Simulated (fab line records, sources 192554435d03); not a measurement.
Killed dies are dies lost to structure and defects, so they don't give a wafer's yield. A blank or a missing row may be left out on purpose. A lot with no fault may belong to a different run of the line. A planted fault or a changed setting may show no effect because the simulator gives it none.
A struck lot beside a sound one | flow n5Finfet | 15 out of 1938 route steps
Sound: these wafers, L221.3, L221.4, L221.6. Struck: wafers L216.3, L216.5 (left out: L216.2, a lot-mate that was not struck); the cause follows at the end.
At each step with rows: each side's tool, then ch and its chambers, then its first start. Under that, the readings that differ: sound wafers | struck wafers | difference of the means | sigmas: that difference in standard deviations of wafers without a fault.
alike: same words and numbers on both sides, and readings whose means sit less than 2 such deviations apart. not compared: any withheld reading, any reading some wafer has no value for, any bound like >300 that may hide the same value, and any number with overlapping values for which the record gives no deviation.
The two part at a step that has a row with sigmas, a row that says differs or no value, or rows on one side only. When numbers do not overlap yet have no deviation, they are printed without sigmas and do not part them. A reading that every wafer of one side lacks parts them only if that side has two wafers or more.

first, 8 steps without rows for these wafers: N5_BEOL_M14_COAT_66 (time 60 s, resist thk 110 nm); N5_BEOL_M14_COAT_22 (resist thk 300 nm); N5_BEOL_M14_EBR_24; N5_BEOL_M14_SOFTBAKE_23 (time 60 s); N5_BEOL_M14_EXPOSE_25 (exposes mask M14, target cd 280 nm); N5_BEOL_M14_PEB_26 (peb time 90 s); N5_BEOL_M14_DEVELOP_27 (develop time 45 s); N5_BEOL_M14_HARDBAKE_32 (time 120 s).
N5_BEOL_M14_CD_MEAS_28 targets a cd of 284.4 nm.
  sound on cdSem-03 ch 0, day 16 03:08; struck on cdSem-02 ch 0, day 14 10:58
  alike: cdNm
N5_BEOL_M14_OVL_MEAS_29:
  sound on overlay-01 ch 0, day 16 03:11; struck on overlay-02 ch 0, day 14 11:00
  alike: M14_OVL
N5_BEOL_M14_INSPECT_30: inspects for defects (macro).
  struck on defectInspect-02, day 14 11:02; sound on defectInspect-02, day 16 03:13
  alike: rawDefectCount
N5_BEOL_M14_DESCUM_33: chemistry O2, time 7.9 s.
  sound on rieDiel-03 ch 1,2,3, day 16 03:34; struck on rieDiel-04 ch 3, day 14 11:07
  alike: drypumpMotorCurrentA, oesProductAu, rfVppV, showerheadPlenumPTorr, throttleValvePct
  not compared: rfHoursCounterH
N5_BEOL_M14_ETCH_67: etches SiARC in CF4, target depth 143 nm, time 238.3 s.
  sound on rieDiel-03 ch 1,2,3, day 16 03:36; struck on rieDiel-04 ch 3, day 14 11:09
reading           | sound       | struck  | difference | sigmas
etchRfOnTimeS (s) | 242 236 239 | 388 390 | +150       | +27
  alike: drypumpMotorCurrentA, oesProductAu, rfVppV, showerheadPlenumPTorr, throttleValvePct
  not compared: rfHoursCounterH
N5_BEOL_M14_ETCH_68: etches SOC in N2/H2, time 450 s.
  sound on rieDiel-03 ch 1,2,3, day 16 03:45; struck on rieDiel-04 ch 3, day 14 11:17
  alike: drypumpMotorCurrentA, oesProductAu, rfVppV, showerheadPlenumPTorr, throttleValvePct
  not compared: rfHoursCounterH
then, 1 step without rows for these wafers: N5_PASSIVATION_PROBE_49.

WHERE THEY PART
N5_BEOL_M14_ETCH_67 only, going by this record. Later steps at which nothing parts them and some readings are alike: N5_BEOL_M14_ETCH_68.

WHY: the cause the simulator had injected
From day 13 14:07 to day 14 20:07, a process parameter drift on rieDiel-04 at N5_BEOL_M14_ETCH_67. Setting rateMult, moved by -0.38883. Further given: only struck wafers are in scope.
